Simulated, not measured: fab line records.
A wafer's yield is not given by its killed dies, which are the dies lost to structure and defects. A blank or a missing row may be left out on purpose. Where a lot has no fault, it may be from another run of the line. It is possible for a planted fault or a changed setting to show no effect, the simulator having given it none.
fab line records	flow n5-finfet
[record] lots = 24	wafers = 72	last-day = 17
route steps=1938 shown BEOL_M6@1251 BEOL_M7@1308
lots that met no fault: from a run of the same line without faults
start-h: the number of hours between the record's first day and the start of the first shown wafer of the lot	wait-h: time in hours since the lot's previous step	" the same as in the row above	L1.1+2: a row that stands for several wafers	- no value, or no start was given	* or withheld: withheld	< > ~ a bound
route shown NAME@n: a module of which the file shows steps, and the number in the route of the first	usual: mean/standard deviation of fault-free wafers	same: alike in all rows	chamber/n: place in a boat	sites: the reading at each site	_std_site: how widely they spread, as a standard deviation	_edge_site: mean of outer sites minus mean of inner sites	radius-mm: for every site, how far away it sits from the centre of the wafer	mask NAME#n: copy n	behind: the last tool/chamber to shape the wafer	hold: what put the lot on hold/how long, in hours/how the hold closed	device: names the non-switching transistor (n, p or np)	end of line: the tests these same wafers got at the end of their route	where a step has no rows: the recipe by itself	killed: dies lost to structure and defects at the first sort, not the wafer's yield	map: shows each die of a wafer: x if killed, . if not, _ if none is there
set.NAME: the setting the step ran with; set.NAME@STEP: the setting that earlier step ran with	model.NAME: the simulator's own value behind a step, which no gauge read
route steps across a sampled set of lots; one table per step, one row per wafer
services: the hour from which a tool's chamber was out of use, counted from the record's first day as start-h (under 0 if before that day), plus the number of hours and why
[[steps]]
[step N5_BEOL_M6_ALD_77]
[recipe] material = TaN	target-thk-a = 20	temp-c = 275	ald-precursor-family = PDMAT	ald-co-reactant = NH3	pressure-torr = 3	carrier-flow-sccm = 1500	pulse-time-s = 2	purge-time-s = 3	co-reactant-purge-time-s = 2	co-reactant-pulse-time-s = 3	ald-cycles = 40	precursor-vessel-temp-c = 75	precursor-vessel-pressure-torr = 26.25	precursor-vessel-carrier-sccm = 1000
[usual] heater-power-w = 450/64
[same] purge-time-s = 3
lot.wafer	tool	chamber	start-h	wait-h	heater-power-w
L074.2	ald-metal-01	2	184.78	0.0	612
L074.5	"	1	"	"	379
L074.6	"	0	"	"	460
L075.1	ald-metal-01	2	191.19	0.0	610
L075.2	"	1	"	"	374
L075.4	"	0	"	"	453
L077.1	ald-metal-02	3	200.59	0.0	500
L077.4	"	0	"	"	463
L077.6	"	0	"	"	474
L076.1	ald-metal-01	2	201.91	0.0	616
L076.2	"	0	"	"	457
L076.4	"	3	"	"	456
L078.1	ald-metal-01	3	209.17	0.1	453
L078.3	"	2	"	"	600
L078.5	"	1	"	"	379
L079.3	ald-metal-01	1	220.83	0.0	378
L079.4	"	2	"	"	611
L079.6	"	3	"	"	448
L080.1	ald-metal-02	2	224.18	0.1	461
L080.2	"	3	"	"	483
L080.6	"	0	"	"	457
L081.3	ald-metal-02	2	227.08	0.1	454
L081.5	"	0	"	"	472
L081.6	"	3	"	"	502
L082.1	ald-metal-02	2	232.81	0.3	474
L082.3	"	1	"	"	397
L082.6	"	2	"	"	470
L083.2	ald-metal-04	3	234.90	0.0	445
L083.5	"	0	"	"	441
L083.6	"	3	"	"	452
L084.1	ald-metal-01	1	255.81	0.1	365
L084.2	"	2	"	"	589
L084.5	"	2	"	"	597
L085.2	ald-metal-04	2	256.06	0.3	363
L085.4	"	1	"	"	403
L085.5	"	0	"	"	435
L086.1	ald-metal-04	2	259.67	0.0	367
L086.2	"	3	"	"	443
L086.6	"	1	"	"	413
L087.1	ald-metal-02	1	277.87	0.0	393
L087.3	"	0	"	"	459
L087.4	"	2	"	"	468
L088.1	ald-metal-04	0	278.31	0.0	442
L088.4	"	1	"	"	414
L088.5	"	2	"	"	362
L089.1	ald-metal-02	2	281.76	0.1	472
L089.2	"	3	"	"	499
L089.6	"	2	"	"	453
L090.1	ald-metal-01	2	289.14	0.0	600
L090.3	"	3	"	"	442
L090.6	"	3	"	"	461
L091.2	ald-metal-02	2	289.56	0.0	463
L091.4	"	1	"	"	403
L091.5	"	3	"	"	471
L092.2	ald-metal-04	3	293.62	0.0	447
L092.4	"	1	"	"	413
L092.5	"	1	"	"	407
L093.1	ald-metal-01	2	305.77	0.1	592
L093.4	"	3	"	"	449
L093.6	"	2	"	"	592
L094.3	ald-metal-01	1	311.86	0.1	371
L094.5	"	2	"	"	594
L094.6	"	1	"	"	381
L096.1	ald-metal-04	2	316.47	0.0	368
L096.4	"	0	"	"	461
L096.5	"	1	"	"	407
L095.3	ald-metal-04	0	320.19	0.1	458
L095.5	"	0	"	"	446
L095.6	"	3	"	"	457
L097.3	ald-metal-04	3	325.10	0.0	451
L097.4	"	0	"	"	441
L097.5	"	3	"	"	443
[step N5_BEOL_M6_RS_MEAS_57]
[recipe] thk-meas-gauge = four-point-probe	reads = Cu_of_BEOL_M6_ECD_50+Co_of_BEOL_M6_CVD_78+TaN_of_BEOL_M6_ALD_77
[usual] M6_RS = 0.283/0.0079
lot.wafer	tool	chamber	start-h	wait-h	M6_RS[ohm/sq]
L074.2	film-metro-01	-	186.30	0.1	0.284
L074.5	"	-	"	"	0.272
L074.6	"	-	"	"	0.279
L075.1	film-metro-01	-	192.83	0.1	0.272
L075.2	"	-	"	"	0.269
L075.4	"	-	"	"	0.280
L077.1	film-metro-01	-	203.05	0.1	0.272
L077.4	"	-	"	"	0.276
L077.6	"	-	"	"	0.283
L076.1	film-metro-01	-	204.87	0.1	0.281
L076.2	"	-	"	"	0.288
L076.4	"	-	"	"	0.280
L078.1	film-metro-02	-	212.09	0.1	0.286
L078.3	"	-	"	"	0.283
L078.5	"	-	"	"	0.277
L079.3	film-metro-02	-	222.53	0.1	0.281
L079.4	"	-	"	"	0.277
L079.6	"	-	"	"	0.284
L080.1	film-metro-01	-	226.46	0.1	0.286
L080.2	"	-	"	"	0.288
L080.6	"	-	"	"	0.294
L081.3	film-metro-01	-	230.45	0.1	0.290
L081.5	"	-	"	"	0.294
L081.6	"	-	"	"	0.294
L082.1	film-metro-01	-	235.54	0.1	0.273
L082.3	"	-	"	"	0.297
L082.6	"	-	"	"	0.283
L083.2	film-metro-02	-	236.57	0.1	0.298
L083.5	"	-	"	"	0.292
L083.6	"	-	"	"	0.294
L084.1	film-metro-02	-	257.92	0.1	0.283
L084.2	"	-	"	"	0.284
L084.5	"	-	"	"	0.272
L085.2	film-metro-01	-	258.11	0.1	0.283
L085.4	"	-	"	"	0.284
L085.5	"	-	"	"	0.270
L086.1	film-metro-02	-	261.41	0.1	0.280
L086.2	"	-	"	"	0.279
L086.6	"	-	"	"	0.284
L087.1	film-metro-02	-	279.76	0.1	0.274
L087.3	"	-	"	"	0.284
L087.4	"	-	"	"	0.281
L088.1	film-metro-02	-	280.48	0.1	0.288
L088.4	"	-	"	"	0.295
L088.5	"	-	"	"	0.279
L089.1	film-metro-01	-	285.26	0.1	0.278
L089.2	"	-	"	"	0.279
L089.6	"	-	"	"	0.286
L090.1	film-metro-01	-	290.53	0.1	0.282
L090.3	"	-	"	"	0.285
L090.6	"	-	"	"	0.277
L091.2	film-metro-01	-	290.95	0.1	0.287
L091.4	"	-	"	"	0.287
L091.5	"	-	"	"	0.289
L092.2	film-metro-01	-	295.93	0.1	0.299
L092.4	"	-	"	"	0.294
L092.5	"	-	"	"	0.279
L093.1	film-metro-01	-	307.61	0.1	0.277
L093.4	"	-	"	"	0.278
L093.6	"	-	"	"	0.287
L094.3	film-metro-02	-	313.59	0.1	0.272
L094.5	"	-	"	"	0.281
L094.6	"	-	"	"	0.271
L096.1	film-metro-02	-	318.29	0.1	0.297
L096.4	"	-	"	"	0.298
L096.5	"	-	"	"	0.285
L095.3	film-metro-01	-	323.26	0.1	0.290
L095.5	"	-	"	"	0.274
L095.6	"	-	"	"	0.289
L097.3	film-metro-02	-	328.00	0.1	0.291
L097.4	"	-	"	"	0.298
L097.5	"	-	"	"	0.283
[step N5_BEOL_M6_INSPECT_58]
[recipe] inspect-instrument = darkfield	mode = post-dep
[usual] raw-defect-count = 71/21
lot.wafer	tool	chamber	start-h	wait-h	raw-defect-count
L074.2	defect-inspect-01	-	186.33	0.0	57
L074.5	"	-	"	"	69
L074.6	"	-	"	"	63
L075.1	defect-inspect-02	-	192.86	0.0	54
L075.2	"	-	"	"	99
L075.4	"	-	"	"	72
L077.1	defect-inspect-02	-	203.08	0.0	75
L077.4	"	-	"	"	129
L077.6	"	-	"	"	138
L076.1	defect-inspect-01	-	204.90	0.0	43
L076.2	"	-	"	"	51
L076.4	"	-	"	"	61
L078.1	defect-inspect-02	-	212.11	0.0	89
L078.3	"	-	"	"	90
L078.5	"	-	"	"	116
L079.3	defect-inspect-02	-	222.56	0.0	65
L079.4	"	-	"	"	56
L079.6	"	-	"	"	73
L080.1	defect-inspect-02	-	226.48	0.0	70
L080.2	"	-	"	"	65
L080.6	"	-	"	"	55
L081.3	defect-inspect-02	-	230.48	0.0	96
L081.5	"	-	"	"	83
L081.6	"	-	"	"	73
L082.1	defect-inspect-02	-	235.56	0.0	67
L082.3	"	-	"	"	51
L082.6	"	-	"	"	66
L083.2	defect-inspect-01	-	236.59	0.0	78
L083.5	"	-	"	"	64
L083.6	"	-	"	"	79
L084.1	defect-inspect-01	-	257.95	0.0	85
L084.2	"	-	"	"	86
L084.5	"	-	"	"	54
L085.2	defect-inspect-01	-	258.14	0.0	53
L085.4	"	-	"	"	81
L085.5	"	-	"	"	38
L086.1	defect-inspect-02	-	261.44	0.0	114
L086.2	"	-	"	"	81
L086.6	"	-	"	"	105
L087.1	defect-inspect-02	-	279.78	0.0	62
L087.3	"	-	"	"	78
L087.4	"	-	"	"	98
L088.1	defect-inspect-01	-	280.50	0.0	61
L088.4	"	-	"	"	81
L088.5	"	-	"	"	72
L089.1	defect-inspect-01	-	285.29	0.0	110
L089.2	"	-	"	"	65
L089.6	"	-	"	"	49
L090.1	defect-inspect-01	-	290.56	0.0	75
L090.3	"	-	"	"	73
L090.6	"	-	"	"	107
L091.2	defect-inspect-02	-	290.97	0.0	46
L091.4	"	-	"	"	59
L091.5	"	-	"	"	61
L092.2	defect-inspect-01	-	295.95	0.0	83
L092.4	"	-	"	"	52
L092.5	"	-	"	"	66
L093.1	defect-inspect-02	-	307.64	0.0	54
L093.4	"	-	"	"	64
L093.6	"	-	"	"	46
L094.3	defect-inspect-01	-	313.62	0.0	59
L094.5	"	-	"	"	38
L094.6	"	-	"	"	36
L096.1	defect-inspect-01	-	318.31	0.0	72
L096.4	"	-	"	"	68
L096.5	"	-	"	"	79
L095.3	defect-inspect-01	-	323.28	0.0	38
L095.5	"	-	"	"	56
L095.6	"	-	"	"	68
L097.3	defect-inspect-01	-	328.03	0.0	53
L097.4	"	-	"	"	77
L097.5	"	-	"	"	56
[step N5_BEOL_M7_TRENCH_ETCH_37]
[recipe] chemistry = C4F6/O2	target-depth-a = 934.78	target = SiCOH_lowk	time-s = 31.2	ion-energy-ev = 250	pressure-mtorr = 30	source-w = 345	bias-w = 185	Ar_flow_sccm = 300	C4F6_flow_sccm = 10	O2_flow_sccm = 10
[usual] drypump-motor-current-A = 5.7/0.37	oes-product-au = 0.77/0.086	rf-vpp-V = 665/16	showerhead-plenum-p-Torr = 2.82/0.11	throttle-valve-pct = 20.89/0.24
lot.wafer	tool	chamber	start-h	wait-h	drypump-motor-current-A	oes-product-au	rf-hours-counter-h	rf-vpp-V	showerhead-plenum-p-Torr	throttle-valve-pct
L074.2	rie-diel-04	2	-	-	5.6	0.75	141	667	2.85	20.48
L074.5	"	0	"	"	6.6	0.80	-	671	3.00	21.21
L074.6	"	3	"	"	5.4	0.87	-	651	2.78	20.70
L075.1	rie-diel-01	0	-	-	5.2	0.99	3	671	2.91	20.56
L075.2	"	3	"	"	5.5	0.71	212	694	2.94	20.97
L075.4	"	1	"	"	5.6	0.71	189	662	2.81	20.96
L077.1	rie-diel-01	1	-	-	5.6	0.71	193	662	2.81	20.96
L077.4	"	0	"	"	5.3	0.97	7	671	2.91	20.56
L077.6	"	0	"	"	5.3	0.96	-	670	2.91	20.56
L076.1	rie-diel-04	0	-	-	6.6	0.81	111	671	3.00	21.22
L076.2	"	3	"	"	5.4	0.86	67	652	2.78	20.72
L076.4	"	2	"	"	5.6	0.75	147	667	2.84	20.48
L078.1	rie-diel-05	2	-	-	5.5	0.87	46	659	2.90	20.54
L078.3	"	3	"	"	5.5	0.73	195	657	2.74	20.90
L078.5	"	2	"	"	5.6	0.87	-	659	2.90	20.53
L079.3	rie-diel-05	2	-	-	5.5	0.86	50	659	2.90	20.54
L079.4	"	1	"	"	5.7	0.77	117	637	2.65	21.19
L079.6	"	3	"	"	5.6	0.73	-	657	2.74	20.91
L080.1	rie-diel-05	1	-	-	5.7	0.77	118	637	2.65	21.19
L080.2	"	3	"	"	5.5	0.73	200	657	2.74	20.92
L080.6	"	2	"	"	5.6	0.87	-	659	2.90	20.56
L081.3	rie-diel-01	0	-	-	5.2	0.94	16	671	2.91	20.59
L081.5	"	3	"	"	5.5	0.69	-	693	2.93	21.00
L081.6	"	0	"	"	5.2	0.95	-	671	2.91	20.57
L082.1	rie-diel-05	3	-	-	5.5	0.72	203	658	2.73	20.94
L082.3	"	2	"	"	5.5	0.87	53	658	2.90	20.54
L082.6	"	0	"	"	6.0	0.69	-	689	2.69	21.09
L083.2	rie-diel-04	0	-	-	6.5	0.79	121	668	2.99	21.22
L083.5	"	0	"	"	6.6	0.79	-	670	2.99	21.23
L083.6	"	3	"	"	5.4	0.84	-	652	2.77	20.71
L085.2	rie-diel-01	2	-	-	5.5	0.68	246	667	2.93	21.11
L085.4	"	0	"	"	5.3	0.93	24	671	2.91	20.59
L085.5	"	1	"	"	5.6	0.69	-	662	2.80	20.98
L084.1	rie-diel-05	1	-	-	5.6	0.76	128	635	2.65	21.19
L084.2	"	0	"	"	6.0	0.67	234	688	2.69	21.11
L084.5	"	0	"	"	6.0	0.67	-	689	2.69	21.13
L086.1	rie-diel-01	3	-	-	5.5	0.69	233	694	2.93	21.01
L086.2	"	0	"	"	5.3	0.93	25	673	2.90	20.56
L086.6	"	3	"	"	5.5	0.69	-	694	2.93	21.01
L087.1	rie-diel-05	3	-	-	5.5	0.71	218	658	2.73	20.95
L087.3	"	0	"	"	6.0	0.67	242	689	2.69	21.12
L087.4	"	2	"	"	5.6	0.85	63	658	2.89	20.57
L088.1	rie-diel-05	2	-	-	5.6	0.85	64	658	2.89	20.56
L088.4	"	1	"	"	5.7	0.76	136	635	2.64	21.21
L088.5	"	2	"	"	5.6	0.85	-	658	2.89	20.56
L089.1	rie-diel-04	1	-	-	6.5	0.70	208	657	2.81	20.75
L089.2	"	2	"	"	5.6	0.74	171	664	2.83	20.54
L089.6	"	2	"	"	5.6	0.74	-	667	2.83	20.54
L090.1	rie-diel-05	2	-	-	5.6	0.85	66	658	2.89	20.54
L090.3	"	1	"	"	5.7	0.77	138	636	2.64	21.21
L090.6	"	0	"	"	6.1	0.68	-	689	2.69	21.13
L091.2	rie-diel-01	3	-	-	5.5	0.67	245	694	2.92	21.02
L091.4	"	0	"	"	5.3	0.90	-	672	2.90	20.59
L091.5	"	1	"	"	5.6	0.68	-	661	2.80	20.99
L092.2	rie-diel-01	1	-	-	5.6	0.69	224	659	2.79	21.00
L092.4	"	1	"	"	5.6	0.69	-	661	2.79	21.00
L092.5	"	3	"	"	5.5	0.68	-	692	2.92	21.03
L093.1	rie-diel-04	1	-	-	6.5	0.70	215	656	2.81	20.78
L093.4	"	2	"	"	5.6	0.73	177	665	2.83	20.55
L093.6	"	3	"	"	5.4	0.83	-	651	2.76	20.77
L094.3	rie-diel-04	2	-	-	5.6	0.73	179	666	2.83	20.53
L094.5	"	0	"	"	6.5	0.78	-	669	2.98	21.27
L094.6	"	1	"	"	6.5	0.69	-	656	2.80	20.80
L096.1	rie-diel-05	1	-	-	5.7	0.74	148	634	2.64	21.22
L096.4	"	2	"	"	5.6	0.83	-	660	2.89	20.59
L096.5	"	3	"	"	5.5	0.70	-	657	2.72	20.96
L095.3	rie-diel-05	2	-	-	5.6	0.84	76	659	2.89	20.59
L095.5	"	2	"	"	5.5	0.84	-	658	2.89	20.58
L095.6	"	1	"	"	5.7	0.76	-	635	2.64	21.23
L097.3	rie-diel-05	3	-	-	5.5	0.71	233	656	2.72	20.96
L097.4	"	0	"	"	6.0	0.94	-	700	3.02	20.70
L097.5	"	2	"	"	5.5	0.83	-	658	2.89	20.57
[step N5_BEOL_M7_DEGAS_44]
[recipe] ambient = vacuum	temp-c = 250	time-s = 60
[usual] heater-power-w = 337/34
lot.wafer	tool	chamber	start-h	wait-h	heater-power-w
L074.2	pvd-sputter-01	-	192.11	0.3	379
L074.5	"	-	"	"	400
L074.6	"	-	"	"	385
L075.1	pvd-sputter-03	-	196.73	0.4	347
L075.2	"	-	"	"	305
L075.4	"	-	"	"	285
L077.1	pvd-sputter-02	-	209.03	1.0	346
L077.4	"	-	"	"	365
L077.6	"	-	"	"	373
L076.1	pvd-sputter-02	-	210.29	0.8	351
L076.2	"	-	"	"	384
L076.4	"	-	"	"	285
L078.1	pvd-sputter-02	-	218.01	0.5	295
L078.3	"	-	"	"	312
L078.5	"	-	"	"	352
L079.3	pvd-sputter-02	-	229.73	0.2	317
L079.4	"	-	"	"	379
L079.6	"	-	"	"	358
L080.1	pvd-sputter-02	-	234.77	0.6	383
L080.2	"	-	"	"	315
L080.6	"	-	"	"	357
L081.3	pvd-sputter-03	-	235.04	0.2	299
L081.5	"	-	"	"	285
L081.6	"	-	"	"	342
L082.1	pvd-sputter-01	-	241.21	0.3	331
L082.3	"	-	"	"	384
L082.6	"	-	"	"	327
L083.2	pvd-sputter-01	-	241.90	0.4	323
L083.5	"	-	"	"	379
L083.6	"	-	"	"	325
L085.2	pvd-sputter-03	-	263.90	0.4	309
L085.4	"	-	"	"	293
L085.5	"	-	"	"	300
L084.1	pvd-sputter-03	-	264.30	0.4	344
L084.2	"	-	"	"	299
L084.5	"	-	"	"	311
L086.1	pvd-sputter-03	-	267.49	0.6	317
L086.2	"	-	"	"	291
L086.6	"	-	"	"	296
L087.1	pvd-sputter-02	-	289.16	0.5	353
L087.3	"	-	"	"	315
L087.4	"	-	"	"	285
L088.1	pvd-sputter-01	-	289.98	0.5	325
L088.4	"	-	"	"	324
L088.5	"	-	"	"	341
L089.1	pvd-sputter-01	-	290.41	0.5	375
L089.2	"	-	"	"	401
L089.6	"	-	"	"	385
L090.1	pvd-sputter-01	-	296.26	0.4	323
L090.3	"	-	"	"	386
L090.6	"	-	"	"	321
L091.2	pvd-sputter-01	-	297.64	0.8	328
L091.4	"	-	"	"	332
L091.5	"	-	"	"	318
L092.2	pvd-sputter-03	-	305.48	1.8	301
L092.4	"	-	"	"	314
L092.5	"	-	"	"	348
L093.1	pvd-sputter-02	-	315.07	1.9	381
L093.4	"	-	"	"	350
L093.6	"	-	"	"	289
L094.3	pvd-sputter-02	-	319.53	0.2	365
L094.5	"	-	"	"	357
L094.6	"	-	"	"	371
L096.1	pvd-sputter-03	-	324.76	0.3	313
L096.4	"	-	"	"	305
L096.5	"	-	"	"	304
L095.3	pvd-sputter-01	-	328.63	0.5	410
L095.5	"	-	"	"	330
L095.6	"	-	"	"	373
L097.3	pvd-sputter-02	-	335.05	0.3	356
L097.4	"	-	"	"	307
L097.5	"	-	"	"	378
[step N5_BEOL_M7_PRE_CLEAN_45]
[recipe] gas = H2/He	time-s = 30	temp-c = 250
[usual] heater-power-w = 338/35
lot.wafer	tool	chamber	start-h	wait-h	heater-power-w
L074.2	pvd-sputter-01	-	192.15	0.0	388
L074.5	"	-	"	"	401
L074.6	"	-	"	"	387
L075.1	pvd-sputter-03	-	196.77	0.0	346
L075.2	"	-	"	"	296
L075.4	"	-	"	"	287
L077.1	pvd-sputter-02	-	209.07	0.0	359
L077.4	"	-	"	"	377
L077.6	"	-	"	"	372
L076.1	pvd-sputter-02	-	210.33	0.0	355
L076.2	"	-	"	"	381
L076.4	"	-	"	"	283
L078.1	pvd-sputter-02	-	218.05	0.0	292
L078.3	"	-	"	"	309
L078.5	"	-	"	"	348
L079.3	pvd-sputter-02	-	229.77	0.0	310
L079.4	"	-	"	"	375
L079.6	"	-	"	"	354
L080.1	pvd-sputter-02	-	234.81	0.0	379
L080.2	"	-	"	"	309
L080.6	"	-	"	"	360
L081.3	pvd-sputter-03	-	235.08	0.0	308
L081.5	"	-	"	"	294
L081.6	"	-	"	"	353
L082.1	pvd-sputter-01	-	241.25	0.0	317
L082.3	"	-	"	"	381
L082.6	"	-	"	"	324
L083.2	pvd-sputter-01	-	241.94	0.0	327
L083.5	"	-	"	"	376
L083.6	"	-	"	"	334
L085.2	pvd-sputter-03	-	263.94	0.0	306
L085.4	"	-	"	"	295
L085.5	"	-	"	"	300
L084.1	pvd-sputter-03	-	264.34	0.0	341
L084.2	"	-	"	"	304
L084.5	"	-	"	"	304
L086.1	pvd-sputter-03	-	267.53	0.0	314
L086.2	"	-	"	"	291
L086.6	"	-	"	"	299
L087.1	pvd-sputter-02	-	289.20	0.0	353
L087.3	"	-	"	"	319
L087.4	"	-	"	"	296
L088.1	pvd-sputter-01	-	290.02	0.0	322
L088.4	"	-	"	"	331
L088.5	"	-	"	"	325
L089.1	pvd-sputter-01	-	290.45	0.0	390
L089.2	"	-	"	"	410
L089.6	"	-	"	"	375
L090.1	pvd-sputter-01	-	296.30	0.0	338
L090.3	"	-	"	"	377
L090.6	"	-	"	"	329
L091.2	pvd-sputter-01	-	297.68	0.0	324
L091.4	"	-	"	"	325
L091.5	"	-	"	"	327
L092.2	pvd-sputter-03	-	305.52	0.0	284
L092.4	"	-	"	"	312
L092.5	"	-	"	"	346
L093.1	pvd-sputter-02	-	315.11	0.0	369
L093.4	"	-	"	"	355
L093.6	"	-	"	"	294
L094.3	pvd-sputter-02	-	319.57	0.0	380
L094.5	"	-	"	"	347
L094.6	"	-	"	"	371
L096.1	pvd-sputter-03	-	324.80	0.0	315
L096.4	"	-	"	"	305
L096.5	"	-	"	"	298
L095.3	pvd-sputter-01	-	328.67	0.0	405
L095.5	"	-	"	"	325
L095.6	"	-	"	"	382
L097.3	pvd-sputter-02	-	335.09	0.0	360
L097.4	"	-	"	"	313
L097.5	"	-	"	"	378
[[services]]
tool	chamber	start-h	hours	kind
rie-diel-04	-	161.90	4.3	pm
rie-diel-01	0	169.35	-	clean
rie-diel-01	0	169.35	-	consumable-replace:focus-ring
rie-diel-01	0	169.35	15.3	scheduled-down
rie-diel-01	0	169.35	15.3	vent-cycle
ald-metal-04	3	173.96	39.0	repair
ald-metal-02	-	175.93	6.0	pm
rie-diel-04	2	186.18	3.8	repair
ald-metal-02	1	192.06	3.8	repair
rie-diel-05	1	199.14	22.3	repair
rie-diel-04	-	219.11	0.4	repair
ald-metal-04	-	245.53	8.7	pm
ald-metal-01	3	251.34	-	calibration
ald-metal-01	-	259.18	2.8	pm
rie-diel-05	2	262.35	13.6	repair
rie-diel-05	-	292.60	0.7	repair
rie-diel-05	0	312.77	-	clean
rie-diel-05	0	312.77	-	consumable-replace:focus-ring
rie-diel-05	0	312.77	-	consumable-replace:showerhead
rie-diel-05	0	312.77	11.7	scheduled-down
rie-diel-05	0	312.77	11.7	vent-cycle
ald-metal-02	1	318.45	5.0	repair
rie-diel-05	1	328.40	64.7	repair
rie-diel-01	3	333.67	1.7	repair
[[key]]
fault none
